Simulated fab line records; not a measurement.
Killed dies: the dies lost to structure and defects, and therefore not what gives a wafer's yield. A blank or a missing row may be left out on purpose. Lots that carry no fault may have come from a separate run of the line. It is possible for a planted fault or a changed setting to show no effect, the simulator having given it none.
Chamber matching :: flow n5_finfet :: N5_MOL_CONTACT_COAG_ETCH_91 on rie_diel-01: 4 sister chambers
The step etches SOC in N2/H2, target depth 60 nm, overetch 21 nm, time 101.2 s. 4 wafers are shown with their chamber, then 11 later ones without.

== WAFERS WITH THEIR CHAMBER ==
wafer: L084.4
chamber: 2
throttle_valve_pct (%): 18.3

wafer: L089.2
chamber: 0
throttle_valve_pct (%): 18.0

wafer: L089.3
chamber: 3
throttle_valve_pct (%): 17.2

wafer: L091.1
chamber: 1
throttle_valve_pct (%): 17.8

== WAFERS MISSING THEIR CHAMBER ==
wafer: L091.2
throttle_valve_pct (%): 17.2

wafer: L091.6
throttle_valve_pct (%): 18.0

wafer: L093.1
throttle_valve_pct (%): 18.0

wafer: L093.4
throttle_valve_pct (%): 17.8

wafer: L093.6
throttle_valve_pct (%): 17.8

wafer: L094.1
throttle_valve_pct (%): 17.8

wafer: L094.2
throttle_valve_pct (%): 17.2

wafer: L094.5
throttle_valve_pct (%): 18.0

wafer: L096.2
throttle_valve_pct (%): 18.1

wafer: L096.4
throttle_valve_pct (%): 17.8

wafer: L096.5
throttle_valve_pct (%): 18.1

== WHICH CHAMBER EACH WENT THROUGH ==
wafer: L091.2
from the rows above: 3
in truth: 3

wafer: L091.6
from the rows above: 0
in truth: 0

wafer: L093.1
from the rows above: 0
in truth: 0

wafer: L093.4
from the rows above: 1
in truth: 1

wafer: L093.6
from the rows above: 1
in truth: 1

wafer: L094.1
from the rows above: 1
in truth: 1

wafer: L094.2
from the rows above: 3
in truth: 3

wafer: L094.5
from the rows above: 0
in truth: 0

wafer: L096.2
from the rows above: 0
in truth: 0

wafer: L096.4
from the rows above: 1
in truth: 1

wafer: L096.5
from the rows above: 0
in truth: 0
Correct placement for 11 of the 11. Not placeable from these rows: 0. Number placed wrongly: 0.
How it was worked out, from the rows above alone: a wafer's distance from a chamber is the root of the sum, over the readings, of the square of ((its reading less the chamber's mean) divided by the reading's scatter). The wafer belongs to the nearest chamber; if the next one is less than 2 further off, it can't be placed. For every chamber, the mean is computed from those of its wafers that are shown. The scatter (one wafer shown for each chamber): square how far every hidden wafer sits from the nearest shown wafer, average those squares and take the square root.
